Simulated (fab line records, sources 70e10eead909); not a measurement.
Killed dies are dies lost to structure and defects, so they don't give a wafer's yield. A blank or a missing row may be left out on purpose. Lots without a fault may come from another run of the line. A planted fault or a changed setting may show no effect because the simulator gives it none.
Chamber matching | flow nand_harc | NHARC_A_STAIRCASE_TRIM_187 on rie_diel-07: 4 sister chambers
The step chemistry O2, time 211.2 s. 18 wafers are shown with their chamber, then 9 later ones without.

WAFERS WITH THEIR CHAMBER
wafer  | chamber | drypump_motor_current_A (A) | showerhead_plenum_p_Torr (Torr) | oes_product_au (a.u.)
L076.1 | 1       | 6.3                         | 3.40                            | 0.995
L076.3 | 0       | 5.8                         | 3.49                            | 0.981
L076.4 | 2       | 6.0                         | 3.51                            | 1.019
L075.2 | 3       | 4.9                         | 3.37                            | 0.997
L075.4 | 2       | 6.0                         | 3.51                            | 1.028
L075.5 | 1       | 6.3                         | 3.40                            | 1.006
L080.2 | 3       | 4.9                         | 3.37                            | 0.996
L080.3 | 1       | 6.3                         | 3.39                            | 1.011
L080.4 | 2       | 5.9                         | 3.50                            | 1.031
L084.1 | 1       | 6.3                         | 3.38                            | 1.004
L084.2 | 0       | 5.9                         | 3.48                            | 0.990
L084.6 | 2       | 6.0                         | 3.50                            | 1.012
L085.1 | 3       | 4.9                         | 3.36                            | 1.001
L085.4 | 1       | 6.3                         | 3.38                            | 0.991
L085.5 | 1       | 6.3                         | 3.38                            | 1.000
L088.1 | 3       | 4.9                         | 3.35                            | 0.991
L088.5 | 0       | 5.9                         | 3.47                            | 0.999
L088.6 | 1       | 6.3                         | 3.38                            | 1.028

SIGNATURES (means of the wafers above)
reading                  | chamber 0 | chamber 1 | chamber 2 | chamber 3 | scatter within a chamber
drypump_motor_current_A  | 5.867     | 6.300     | 5.975     | 4.900     | 0.0318
showerhead_plenum_p_Torr | 3.4800    | 3.3871    | 3.5050    | 3.3625    | 0.00894
oes_product_au           | 0.99000   | 1.00500   | 1.02250   | 0.99625   | 0.00973
Rule: a wafer's distance from a chamber is the root of the sum, over the readings, of the square of ((its reading less the chamber's mean) divided by the reading's scatter). The wafer belongs to the nearest chamber; if the next one is less than 2 further off, it can't be placed. The scatter: the root of (the sum of the squares of (reading less its chamber's mean) over the shown wafers, divided by (wafers less chambers)).

WAFERS WITHOUT THEIR CHAMBER
wafer  | drypump_motor_current_A (A) | showerhead_plenum_p_Torr (Torr) | oes_product_au (a.u.)
L090.2 | 5.8                         | 3.47                            | 0.985
L090.5 | 6.3                         | 3.38                            | 1.009
L090.6 | 6.0                         | 3.49                            | 0.988
L091.2 | 5.9                         | 3.49                            | 0.993
L091.3 | 6.3                         | 3.38                            | 1.013
L091.5 | 5.9                         | 3.47                            | 0.994
L096.1 | 5.9                         | 3.46                            | 1.024
L096.3 | 4.9                         | 3.34                            | 1.006
L096.4 | 5.9                         | 3.48                            | 1.010

WHICH CHAMBER EACH WENT THROUGH
wafer  | from the rows above     | in truth
L090.2 | 0                       | 0
L090.5 | 1                       | 1
L090.6 | can't be placed: 2 or 0 | 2
L091.2 | 0                       | 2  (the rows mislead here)
L091.3 | 1                       | 1
L091.5 | 0                       | 0
L096.1 | can't be placed: 0 or 2 | 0
L096.3 | 3                       | 3
L096.4 | can't be placed: 0 or 2 | 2
Placed correctly: 5 of 9. Can't be placed from these rows: 3 (the true chamber is among the candidates in 3). Placed wrongly: 1.
